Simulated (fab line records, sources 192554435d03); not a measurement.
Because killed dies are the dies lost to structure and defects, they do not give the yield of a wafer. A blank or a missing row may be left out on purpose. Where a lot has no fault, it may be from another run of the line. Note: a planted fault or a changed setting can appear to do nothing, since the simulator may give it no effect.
fab line records -- flow n5-finfet
[record] lots = 7, wafers = 20, last-day = 17
route steps=1938 shown BEOL_M14@1718 PASSIVATION@1936
lots that met no fault: from a run of the same line without faults
start-h: the number of hours between the record's first day and the start of the first shown wafer of the lot -- wait-h: time in hours since the lot's previous step -- " same as the row above -- L1.1+2: one row covering several wafers at once -- - no value, or no start was given -- * or withheld: withheld -- < > ~ a bound
route shown NAME@n: a module of which the file shows steps, and the number in the route of the first -- usual: the fault-free wafers' mean and standard deviation -- same: alike in all rows -- chamber/n: place in a boat -- sites: each site's reading -- _std_site: the values' standard deviation -- _edge_site: outer sites' mean less inner sites' -- radius-mm: how far each site lies from the wafer's centre -- mask NAME#n: copy n -- behind: tool/chamber where the wafer was last shaped -- hold: why the lot was held/for how many hours/how that ended -- device: the transistor (n, p or np) that didn't switch -- end of line: tests of these same wafers at the route's end -- a step without rows: its recipe alone -- killed: not the wafer's yield, but the dies lost to structure and defects at the first sort -- map: a wafer's dies, marking killed ones x, the rest . and places with no die _
set.NAME: setting as actually run; set.NAME@STEP: the setting as run at that earlier step -- model.NAME: the simulator's own value behind a step, which no gauge read
lots at selected steps of the route; one table per step, one row per wafer
services: from which hour (start-h, from the record's first day; less than 0 if before it) a tool's chamber was out of use, for how many hours, and why
[[steps]]
[step N5_BEOL_M14_COAT_58]
[recipe] resist = BARC, temp-c = 205, time-s = 60, spin-rpm = 1500, resist-thk-nm = 89
[step N5_BEOL_M14_COAT_04]
[recipe] spin-rpm = 1704, resist-thk-nm = 800
[step N5_BEOL_M14_EBR_06]
[recipe] solvent = PGMEA, ebr-width-mm = 1.5
[step N5_BEOL_M14_SOFTBAKE_05]
[recipe] temp-c = 130, time-s = 60
[step N5_BEOL_M14_EXPOSE_07]
[recipe] mask-id = V13, na = 0.8, source-shape = annular, sigma-inner = 0.5, sigma-outer = 0.8, polarization = unpolarized, attpsm-phase-deg = 180, dose-mj = 57
[step N5_BEOL_M14_PEB_08]
[recipe] peb-temp-c = 130, peb-time-s = 90
[step N5_BEOL_M14_DEVELOP_09]
[recipe] develop-time-s = 45, rinse-liquid = diw, dry = air-spin, dev-temp-c = 21
[step N5_BEOL_M14_HARDBAKE_14]
[recipe] temp-c = 130, time-s = 120
[step N5_BEOL_M14_CD_MEAS_10]
[recipe] target-cd-nm = 250, landing-energy-ev = 500, detector = se-inlens, polarity = opening
[usual] cd-nm = 250.3/1.4
lot.wafer,tool,chamber,start-h,wait-h,cd-nm
L900.1,cd-sem-01,0,255.04,-,251.3
L900.2,cd-sem-01,0,255.04,-,250.5
L900.3,cd-sem-01,0,255.04,-,252.2
L899.1,cd-sem-02,0,262.18,-,249.1
L899.2,cd-sem-02,0,262.18,-,250.4
L899.5,cd-sem-02,0,262.18,-,248.7
L908.1,cd-sem-02,0,307.13,-,249.8
L908.5,cd-sem-02,0,307.13,-,252.1
L908.6,cd-sem-02,0,307.13,-,253.1
L909.4,cd-sem-03,0,310.56,-,250.1
L909.5,cd-sem-03,0,310.56,-,250.9
L911.3,cd-sem-02,0,314.60,-,251.6
L911.4,cd-sem-02,0,314.60,-,252.2
L911.6,cd-sem-02,0,314.60,-,251.4
L917.4,cd-sem-01,0,364.24,-,250.6
L917.5,cd-sem-01,0,364.24,-,249.2
L917.6,cd-sem-01,0,364.24,-,249.3
L919.1,cd-sem-01,0,379.36,-,250.8
L919.2,cd-sem-01,0,379.36,-,249.3
L919.6,cd-sem-01,0,379.36,-,252.8
[step N5_BEOL_M14_OVL_MEAS_11]
[recipe] points-per-wafer = 44
[usual] V13_OVL = -1/7.2
lot.wafer,tool,chamber,start-h,wait-h,V13_OVL[nm]
L900.1,overlay-01,0,255.08,0.0,-10
L900.2,overlay-01,0,255.08,0.0,1
L900.3,overlay-01,0,255.08,0.0,-9
L899.1,overlay-01,0,262.21,0.0,-10
L899.2,overlay-01,0,262.21,0.0,-19
L899.5,overlay-01,0,262.21,0.0,-8
L908.1,overlay-01,0,307.16,0.0,-2
L908.5,overlay-01,0,307.16,0.0,-6
L908.6,overlay-01,0,307.16,0.0,-3
L909.4,overlay-02,0,310.59,0.0,7
L909.5,overlay-02,0,310.59,0.0,3
L911.3,overlay-01,0,314.63,0.0,5
L911.4,overlay-01,0,314.63,0.0,9
L911.6,overlay-01,0,314.63,0.0,2
L917.4,overlay-01,0,364.26,0.0,3
L917.5,overlay-01,0,364.26,0.0,-2
L917.6,overlay-01,0,364.26,0.0,-1
L919.1,overlay-02,0,379.39,0.0,3
L919.2,overlay-02,0,379.39,0.0,-3
L919.6,overlay-02,0,379.39,0.0,4
[step N5_BEOL_M14_INSPECT_12]
[recipe] mode = adi, inspect-instrument = macro
[usual] raw-defect-count = 2.0/1.3
lot.wafer,tool,chamber,start-h,wait-h,raw-defect-count
L900.1,defect-inspect-02,-,255.10,0.0,2
L900.2,defect-inspect-02,-,255.10,0.0,1
L900.3,defect-inspect-02,-,255.10,0.0,2
L899.1,defect-inspect-02,-,262.24,0.0,1
L899.2,defect-inspect-02,-,262.24,0.0,3
L899.5,defect-inspect-02,-,262.24,0.0,2
L908.1,defect-inspect-02,-,307.18,0.0,1
L908.5,defect-inspect-02,-,307.18,0.0,1
L908.6,defect-inspect-02,-,307.18,0.0,1
L909.4,defect-inspect-01,-,310.62,0.0,4
L909.5,defect-inspect-01,-,310.62,0.0,1
L911.3,defect-inspect-02,-,314.65,0.0,3
L911.4,defect-inspect-02,-,314.65,0.0,3
L911.6,defect-inspect-02,-,314.65,0.0,3
L917.4,defect-inspect-02,-,364.29,0.0,3
L917.5,defect-inspect-02,-,364.29,0.0,2
L917.6,defect-inspect-02,-,364.29,0.0,1
L919.1,defect-inspect-01,-,379.41,0.0,1
L919.2,defect-inspect-01,-,379.41,0.0,1
L919.6,defect-inspect-01,-,379.41,0.0,2
[step N5_BEOL_M14_DESCUM_15]
[recipe] chemistry = O2, time-s = 7.9, source-power-w = 50, bias-power-w = 20, pressure-mtorr = 20, rf-frequency-hz = 2.712e+07, temp-c = 40, o2-flow-sccm = 225
[usual] drypump-motor-current-A = 5.7/0.49, oes-product-au = 0.81/0.07, rf-vpp-V = 243.5/1.5, showerhead-plenum-p-Torr = 2.11/0.082, throttle-valve-pct = 20.36/0.23
[same] time-s = 7.9
lot.wafer,tool,chamber,start-h,wait-h,drypump-motor-current-A,oes-product-au,rf-hours-counter-h,rf-vpp-V,showerhead-plenum-p-Torr,throttle-valve-pct
L900.1,rie-diel-02,2,255.13,0.0,5.6,0.87,70,245.2,2.21,20.51
L900.2,rie-diel-02,3,255.13,0.0,5.3,0.80,102,244.9,2.12,20.42
L900.3,rie-diel-02,0,255.13,0.0,6.8,0.93,8,246.4,2.24,19.92
L899.1,rie-diel-04,0,262.27,0.0,5.0,0.69,247,242.5,1.97,20.53
L899.2,rie-diel-04,2,262.27,0.0,6.0,0.85,72,244.2,2.11,20.06
L899.5,rie-diel-04,3,262.27,0.0,5.0,0.81,-,242.8,2.12,20.49
L908.1,rie-diel-02,0,307.22,0.0,6.8,0.89,27,244.1,2.23,19.93
L908.5,rie-diel-02,2,307.22,0.0,5.6,0.83,-,245.3,2.20,20.54
L908.6,rie-diel-02,3,307.22,0.0,5.3,0.77,-,243.1,2.11,20.44
L909.4,rie-diel-02,2,310.66,0.0,5.6,0.85,90,245.6,2.20,20.55
L909.5,rie-diel-02,2,310.66,0.0,5.6,0.83,-,245.7,2.20,20.56
L911.3,rie-diel-02,3,314.71,0.1,5.3,0.77,124,242.8,2.11,20.45
L911.4,rie-diel-02,1,314.71,0.1,5.9,0.68,243,242.1,1.97,20.53
L911.6,rie-diel-02,2,314.71,0.1,5.6,0.83,-,244.2,2.20,20.54
L917.4,rie-diel-05,0,364.32,0.0,5.7,0.72,194,245.8,2.15,20.53
L917.5,rie-diel-05,2,364.32,0.0,5.8,0.84,-,241.3,2.04,20.29
L917.6,rie-diel-05,1,364.32,0.0,5.9,0.78,-,242.9,2.10,20.12
L919.1,rie-diel-04,1,379.45,0.0,5.8,0.76,145,241.4,2.02,20.68
L919.2,rie-diel-04,3,379.45,0.0,5.0,0.78,132,242.8,2.10,20.56
L919.6,rie-diel-04,3,379.45,0.0,5.0,0.77,-,244.0,2.10,20.55
[step N5_BEOL_M14_ETCH_59]
[recipe] chemistry = N2/H2, target = BARC, target-depth-a = 890, overetch-a = 267, time-s = 67.9, ion-energy-ev = 200, pressure-mtorr = 30, source-w = 840, bias-w = 150, n2-flow-sccm = 200, h2-flow-sccm = 200
[usual] bias-w = 150.0/0.42, drypump-motor-current-A = 5.7/0.49, oes-product-au = 0.69/0.057, rf-vpp-V = 524.5/2.9, run-length-s = 91.3/0.47, showerhead-plenum-p-Torr = 2.57/0.1, throttle-valve-pct = 17.80/0.27
lot.wafer,tool,chamber,start-h,wait-h,bias-w,drypump-motor-current-A,oes-product-au,rf-hours-counter-h,rf-vpp-V,run-length-s,showerhead-plenum-p-Torr,throttle-valve-pct
L900.1,rie-diel-02,2,255.17,0.0,150.7,5.6,0.73,70,527.8,91.3,2.68,17.93
L900.2,rie-diel-02,3,255.17,0.0,150.5,5.3,0.67,102,523.9,92.3,2.57,17.92
L900.3,rie-diel-02,0,255.17,0.0,150.1,6.8,0.80,8,529.1,91.2,2.71,17.21
L899.1,rie-diel-04,0,262.31,0.0,150.6,5.0,0.59,247,519.4,90.4,2.40,18.02
L899.2,rie-diel-04,2,262.31,0.0,150.0,6.0,0.72,72,525.2,91.5,2.57,17.53
L899.5,rie-diel-04,3,262.31,0.0,150.1,5.0,0.69,-,524.0,91.0,2.57,17.93
L908.1,rie-diel-02,0,307.25,0.0,149.7,6.8,0.74,27,527.3,95.2,2.70,17.24
L908.5,rie-diel-02,2,307.25,0.0,149.6,5.6,0.71,-,528.2,91.2,2.67,17.98
L908.6,rie-diel-02,3,307.25,0.0,150.2,5.3,0.66,-,525.2,92.2,2.56,17.98
L909.4,rie-diel-02,2,310.70,0.0,149.7,5.6,0.69,90,525.9,95.2,2.67,17.99
L909.5,rie-diel-02,2,310.70,0.0,150.6,5.6,0.72,-,528.0,91.3,2.67,17.96
L911.3,rie-diel-02,3,314.75,0.0,150.7,5.3,0.65,124,524.0,91.9,2.56,17.98
L911.4,rie-diel-02,1,314.75,0.0,149.5,5.9,0.57,243,521.0,94.2,2.39,17.91
L911.6,rie-diel-02,2,314.75,0.0,150.4,5.6,0.71,-,527.7,91.7,2.67,17.99
L917.4,rie-diel-05,0,364.36,0.0,150.4,5.7,0.63,194,526.0,91.7,2.63,18.01
L917.5,rie-diel-05,2,364.36,0.0,151.3,5.9,0.71,-,521.8,91.3,2.48,17.68
L917.6,rie-diel-05,1,364.36,0.0,149.7,5.9,0.65,-,524.3,90.7,2.55,17.56
L919.1,rie-diel-04,1,379.48,0.0,150.2,5.8,0.65,145,521.1,92.2,2.45,18.12
L919.2,rie-diel-04,3,379.48,0.0,149.7,5.0,0.66,132,524.8,90.8,2.55,18.01
L919.6,rie-diel-04,3,379.48,0.0,149.8,5.0,0.65,-,524.5,91.6,2.55,18.02
[step N5_BEOL_M14_VIA_ETCH_16]
[recipe] chemistry = C4F8/O2/Ar, target = SiO2, he-inner-torr = 15, he-outer-torr = 30, target-depth-a = 12313, time-s = withheld, ion-energy-ev = 800, pressure-mtorr = 20, source-w = 1905, bias-w = 2040, Ar_flow_sccm = 400, C4F8_flow_sccm = 16, O2_flow_sccm = 12, ends = cleared
[usual] bias-w = 2039/6.2, drypump-motor-current-A = 5.7/0.49, he-outer-torr = 30.01/0.057, oes_o_777_au = 0.81/0.066, oes-product-au = 0.73/0.063, rf-vpp-V = 2232/21, showerhead-plenum-p-Torr = 3.47/0.13, throttle-valve-pct = 30.77/0.27
lot.wafer,tool,chamber,start-h,wait-h,bias-w,drypump-motor-current-A,he-outer-torr,oes_o_777_au,oes-product-au,rf-vpp-V,showerhead-plenum-p-Torr,throttle-valve-pct
L900.1,rie-diel-02,2,255.22,0.0,2036,5.6,29.83,0.86,0.79,2247,3.62,31.08
L900.2,rie-diel-02,3,255.22,0.0,2043,5.3,29.98,0.79,0.72,2247,3.47,30.90
L900.3,rie-diel-02,0,255.22,0.0,2042,6.8,29.95,0.94,0.85,2272,3.65,30.30
L899.1,rie-diel-04,0,262.36,0.0,2036,5.0,29.91,0.69,0.62,2207,3.25,30.77
L899.2,rie-diel-04,2,262.36,0.0,2037,6.0,29.96,0.83,0.77,2228,3.46,30.44
L899.5,rie-diel-04,3,262.36,0.0,2039,5.0,30.07,0.83,0.73,2196,3.45,30.82
L908.1,rie-diel-02,0,307.30,0.0,2032,6.8,29.97,0.90,0.82,2270,3.64,30.29
L908.5,rie-diel-02,2,307.30,0.0,2042,5.6,30.07,0.85,0.76,2249,3.61,31.06
L908.6,rie-diel-02,3,307.30,0.0,2038,5.3,30.06,0.77,0.70,2246,3.46,30.91
L909.4,rie-diel-02,2,310.75,0.0,2035,5.6,30.05,0.84,0.76,2247,3.61,31.08
L909.5,rie-diel-02,2,310.75,0.0,2034,5.6,30.08,0.84,0.76,2246,3.61,31.07
L911.3,rie-diel-02,3,314.80,0.0,2043,5.3,30.03,0.77,0.69,2245,3.46,30.93
L911.4,rie-diel-02,1,314.80,0.0,2034,5.9,30.08,0.70,0.62,2207,3.27,30.97
L911.6,rie-diel-02,2,314.80,0.0,2041,5.6,30.03,0.84,0.76,2246,3.61,31.09
L917.4,rie-diel-05,0,364.41,0.0,2043,5.7,30.03,0.72,0.65,2245,3.55,31.03
L917.5,rie-diel-05,2,364.41,0.0,2030,5.8,29.89,0.84,0.75,2229,3.36,30.72
L917.6,rie-diel-05,1,364.41,0.0,2041,5.9,29.98,0.76,0.70,2213,3.44,30.45
L919.1,rie-diel-04,1,379.53,0.0,2034,5.8,30.05,0.77,0.68,2227,3.31,30.98
L919.2,rie-diel-04,3,379.53,0.0,2049,5.0,30.00,0.79,0.70,2196,3.43,30.86
L919.6,rie-diel-04,3,379.53,0.0,2039,5.0,30.04,0.79,0.70,2194,3.43,30.87
[step N5_PASSIVATION_PROBE_49]
[usual] defect-limited-yield = 91.3/1.3, killed_at_M0_to_M3 = 32/11, killed_at_M4_up = 15/5.6, killed-at-contacts = 12/6, killed-at-front-end = 40/11, killed-at-other = 3.5/2.6, killed-dies = 102/15, killed-open = 67/12, killed-short = 34/7.3, sort_bin_5_function = 5.1/0.85, sort_bin_6_memory = 3.2/0.61, sort-n-pass = 1078/15, sort-yield-pct = 91.3/1.3
[same] gross-dies = 1180, killed-at-back-side = 0, sort_bin_4_leakage[%] = 0, sort_bin_8_speed[%] = 0
lot.wafer,tool,chamber,start-h,wait-h,defect-limited-yield[%],killed_at_M0_to_M3,killed_at_M4_up,killed-at-contacts,killed-at-front-end,killed-at-other,killed-dies,killed-open,killed-short,sort_bin_5_function[%],sort_bin_6_memory[%],sort-n-pass,sort-yield-pct[%]
L899.1,prober-02,-,287.81,0.5,92.2,30,18,15,22,7,92,59,30,5.2,2.6,1088,92.2
L899.2,prober-02,-,287.86,0.5,91.9,34,10,5,40,7,96,60,36,5.2,2.4,1084,91.9
L899.5,prober-02,-,288.01,0.7,89.8,21,16,20,60,3,120,76,42,6.4,3.5,1060,89.8
L900.1,prober-02,-,288.11,0.3,92.8,16,17,8,43,1,85,47,31,4.2,2.3,1095,92.8
L900.2,prober-02,-,288.16,0.4,90.5,35,16,10,47,4,112,77,30,6.0,3.3,1068,90.5
L900.3,prober-02,-,288.21,0.4,93.6,22,12,12,28,2,76,50,24,4.0,2.1,1104,93.6
L908.1,prober-02,-,330.99,0.0,90.5,35,22,11,44,0,112,81,29,5.3,3.9,1068,90.5
L908.5,prober-02,-,331.19,0.2,91.2,37,15,5,45,2,104,72,31,5.3,3.3,1076,91.2
L908.6,prober-02,-,331.24,0.3,89.7,59,12,6,43,2,122,88,34,6.4,3.5,1058,89.7
L909.4,prober-02,-,340.07,0.2,90.6,44,13,4,49,1,111,73,38,5.0,4.0,1069,90.6
L911.3,prober-02,-,344.81,0.1,90.0,30,28,6,51,3,118,84,34,6.2,3.6,1062,90.0
L911.4,prober-02,-,344.86,0.2,93.2,17,19,14,30,0,80,63,16,3.8,3.0,1100,93.2
L911.6,prober-02,-,344.96,0.3,91.7,34,13,3,48,0,98,64,33,5.2,3.0,1082,91.7
L917.4,prober-02,-,389.15,0.2,93.2,28,6,22,23,1,80,54,26,4.1,2.6,1100,93.2
L917.5,prober-02,-,389.20,0.2,94.9,21,6,7,26,0,60,38,21,3.0,1.9,1120,94.9
L917.6,prober-02,-,389.25,0.3,91.0,36,8,20,38,4,106,71,35,5.0,3.8,1074,91.0
L919.1,prober-02,-,410.04,0.0,92.9,19,11,7,43,4,84,61,22,4.4,2.7,1096,92.9
L919.2,prober-02,-,410.09,0.1,91.5,23,15,24,37,1,100,73,27,5.2,3.0,1080,91.5
L919.6,prober-02,-,410.29,0.3,93.7,20,8,6,39,1,74,51,22,4.2,1.8,1106,93.7
// killed by level:class
L899.1 MOL_CONTACT_COAG:geometric-particle:open=14 BEOL_M2:geometric-particle:open=11 BEOL_M4:geometric-particle:open=7 BEOL_M4:geometric-particle:short=6 FIN_SAQP:geometric-particle:short=5 DUMMY_GATE:geometric-particle:open=5 BEOL_M1:geometric-particle:short=4 STI_FIN_REVEAL:geometric-particle:open=3
L899.2 FIN_SAQP:geometric-particle:short=14 FIN_SAQP:geometric-particle:open=9 BEOL_M1:geometric-particle:open=9 BEOL_M3:geometric-particle:open=7 GATE_CUT:geometric-particle:short=5 BEOL_M2:geometric-particle:open=5 MOL_CONTACT_COAG:geometric-particle:open=5 BEOL_M4:geometric-particle:open=5
L899.5 FIN_SAQP:geometric-particle:open=16 FIN_SAQP:geometric-particle:short=13 MOL_CONTACT_COAG:geometric-particle:open=13 STI_FIN_REVEAL:geometric-particle:open=7 DUMMY_GATE:geometric-particle:open=7 MOL_CONTACT_COAG:geometric-particle:short=7 BEOL_M1:geometric-particle:open=5 BEOL_M2:geometric-particle:open=4
L900.1 FIN_SAQP:geometric-particle:short=6 FIN_SAQP:geometric-particle:open=6 MOL_CONTACT_COAG:geometric-particle:open=6 HKMG_FIN:area-etch=6 STI_FIN_REVEAL:geometric-particle:open=5 ILD0:geometric-particle:open=5 BEOL_M4:geometric-particle:open=4 BEOL_M3:geometric-particle:short=4
L900.2 STI_FIN_REVEAL:geometric-particle:open=14 BEOL_M3:geometric-particle:open=11 MOL_CONTACT_COAG:geometric-particle:open=10 BEOL_M1:geometric-particle:open=9 FIN_SAQP:geometric-particle:short=8 FIN_SAQP:geometric-particle:open=8 DUMMY_GATE:geometric-particle:open=6 BEOL_M5:geometric-particle:open=5
L900.3 MOL_CONTACT_COAG:geometric-particle:open=9 DUMMY_GATE:geometric-particle:open=7 ILD0:geometric-particle:open=6 FIN_SAQP:geometric-particle:short=5 BEOL_M4:geometric-particle:open=5 BEOL_M5:geometric-particle:open=4 BEOL_M2:geometric-particle:open=4 BEOL_M3:geometric-particle:open=4
L908.1 STI_FIN_REVEAL:geometric-particle:open=19 BEOL_M1:geometric-particle:open=10 MOL_CONTACT_COAG:geometric-particle:open=9 BEOL_M0_SAQP:geometric-particle:short=9 BEOL_M4:geometric-particle:open=9 FIN_SAQP:geometric-particle:open=7 BEOL_M0_SAQP:geometric-particle:open=6 FIN_SAQP:geometric-particle:short=4
L908.5 FIN_SAQP:geometric-particle:open=9 FIN_SAQP:geometric-particle:short=9 STI_FIN_REVEAL:geometric-particle:open=8 BEOL_M3:geometric-particle:open=7 BEOL_M0_SAQP:geometric-particle:open=6 BEOL_M1:geometric-particle:open=6 MOL_CONTACT_COAG:geometric-particle:open=5 BEOL_M0_SAQP:geometric-particle:short=5
L908.6 STI_FIN_REVEAL:geometric-particle:open=14 BEOL_M3:geometric-particle:open=12 BEOL_M1:geometric-particle:open=10 BEOL_M0_SAQP:geometric-particle:open=9 BEOL_M2:geometric-particle:open=9 BEOL_M0_SAQP:geometric-particle:short=8 MOL_CONTACT_COAG:geometric-particle:open=6 FIN_SAQP:geometric-particle:short=5
L909.4 STI_FIN_REVEAL:geometric-particle:open=17 BEOL_M2:geometric-particle:open=12 BEOL_M0_SAQP:geometric-particle:short=7 FIN_SAQP:geometric-particle:open=6 DUMMY_GATE:geometric-particle:open=6 BEOL_M0_SAQP:geometric-particle:open=6 BEOL_M1:geometric-particle:open=6 BEOL_M4:geometric-particle:short=6
L911.3 BEOL_M4:geometric-particle:open=19 FIN_SAQP:geometric-particle:open=17 STI_FIN_REVEAL:geometric-particle:open=9 FIN_SAQP:geometric-particle:short=5 BEOL_M2:geometric-particle:open=5 MOL_CONTACT_COAG:geometric-particle:open=5 BEOL_M0_SAQP:geometric-particle:open=5 BEOL_M3:geometric-particle:short=5
L911.4 BEOL_M4:geometric-particle:open=13 MOL_CONTACT_COAG:geometric-particle:open=10 STI_FIN_REVEAL:geometric-particle:open=8 BEOL_M0_SAQP:geometric-particle:open=7 FIN_SAQP:geometric-particle:open=6 FIN_SAQP:geometric-particle:short=4 MOL_CONTACT_COAG:geometric-particle:short=4 BEOL_M2:geometric-particle:open=4
L911.6 STI_FIN_REVEAL:geometric-particle:open=14 FIN_SAQP:geometric-particle:open=9 BEOL_M0_SAQP:geometric-particle:open=9 STI_FIN_REVEAL:geometric-particle:short=8 BEOL_M0_SAQP:geometric-particle:short=6 BEOL_M3:geometric-particle:open=5 BEOL_M4:geometric-particle:open=5 BEOL_M1:geometric-particle:open=4
L917.4 MOL_CONTACT_COAG:geometric-particle:open=18 BEOL_M2:geometric-particle:open=10 BEOL_M0_SAQP:geometric-particle:short=7 FIN_SAQP:geometric-particle:short=6 STI_FIN_REVEAL:geometric-particle:open=4 MOL_CONTACT_COAG:geometric-particle:short=4 FIN_SAQP:geometric-particle:open=3 BEOL_M3:geometric-particle:open=3
L917.5 MOL_CONTACT_COAG:geometric-particle:open=6 BEOL_M1:geometric-particle:open=6 FIN_SAQP:geometric-particle:short=4 BEOL_M2:geometric-particle:open=4 STARTING-WAFER:geometric-particle:short=4 STI_FIN_REVEAL:geometric-particle:open=3 BEOL_M0_SAQP:geometric-particle:open=3 GATE_CUT:geometric-particle:short=3
L917.6 MOL_CONTACT_COAG:geometric-particle:open=15 BEOL_M3:geometric-particle:open=9 STI_FIN_REVEAL:geometric-particle:open=8 BEOL_M0_SAQP:geometric-particle:open=8 BEOL_M2:geometric-particle:open=8 FIN_SAQP:geometric-particle:open=5 MOL_CONTACT_COAG:geometric-particle:short=5 BEOL_M0_SAQP:geometric-particle:short=5
L919.1 FIN_SAQP:geometric-particle:open=15 MOL_CONTACT_COAG:geometric-particle:open=6 BEOL_M2:geometric-particle:open=5 STI_FIN_REVEAL:geometric-particle:open=4 BEOL_M4:geometric-particle:open=4 STARTING-WAFER:geometric-particle:open=4 STARTING-WAFER:geometric-particle:short=4 DUMMY_GATE:geometric-particle:open=3
L919.2 MOL_CONTACT_COAG:geometric-particle:open=19 BEOL_M2:geometric-particle:open=13 STI_FIN_REVEAL:geometric-particle:open=9 BEOL_M4:geometric-particle:open=8 FIN_SAQP:geometric-particle:open=6 STI_FIN_REVEAL:geometric-particle:short=6 MOL_CONTACT_COAG:geometric-particle:short=5 BEOL_M3:geometric-particle:open=4
L919.6 FIN_SAQP:geometric-particle:short=11 FIN_SAQP:geometric-particle:open=10 STI_FIN_REVEAL:geometric-particle:open=7 BEOL_M2:geometric-particle:open=5 MOL_CONTACT_COAG:geometric-particle:open=5 BEOL_M1:geometric-particle:open=5 BEOL_M0_SAQP:geometric-particle:open=3 BEOL_M4:geometric-particle:open=3
[[services]]
tool,chamber,start-h,hours,kind
rie-diel-04,0,233.87,4.2,repair
rie-diel-04,2,248.81,4.0,repair
rie-diel-04,0,271.54,-,clean
rie-diel-04,0,271.54,-,consumable-replace:focus-ring
rie-diel-04,0,271.54,-,consumable-replace:showerhead
rie-diel-04,0,271.54,20.0,scheduled-down
rie-diel-04,0,271.54,20.0,vent-cycle
rie-diel-04,1,302.10,15.4,repair
rie-diel-02,1,334.44,8.8,repair
rie-diel-02,1,343.50,-,clean
rie-diel-02,1,343.50,-,consumable-replace:focus-ring
rie-diel-02,1,343.50,-,consumable-replace:showerhead
rie-diel-02,1,343.50,16.8,scheduled-down
rie-diel-02,1,343.50,16.8,vent-cycle
rie-diel-02,0,357.09,4.7,repair
rie-diel-05,-,378.36,0.1,repair
[[key]]
[first-sign] step = N5_BEOL_M14_ETCH_59, reading = run-length-s, direction = up, sigmas = 7.6, usual = *, struck = *
effect none on later readings
met-at N5_BEOL_M14_ETCH_59
struck-wafers L908.1,L909.4,L911.4
onset-between 255.17 307.25
[fault] kind = process-parameter-drift, tool = rie-diel-02, chamber = -, onset-h = 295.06, steps = N5_BEOL_M14_ETCH_59, channel = time-s, offset = *, shape = step, end-h = 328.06, scope = struck-wafers-only, acts-in = *, stated = *
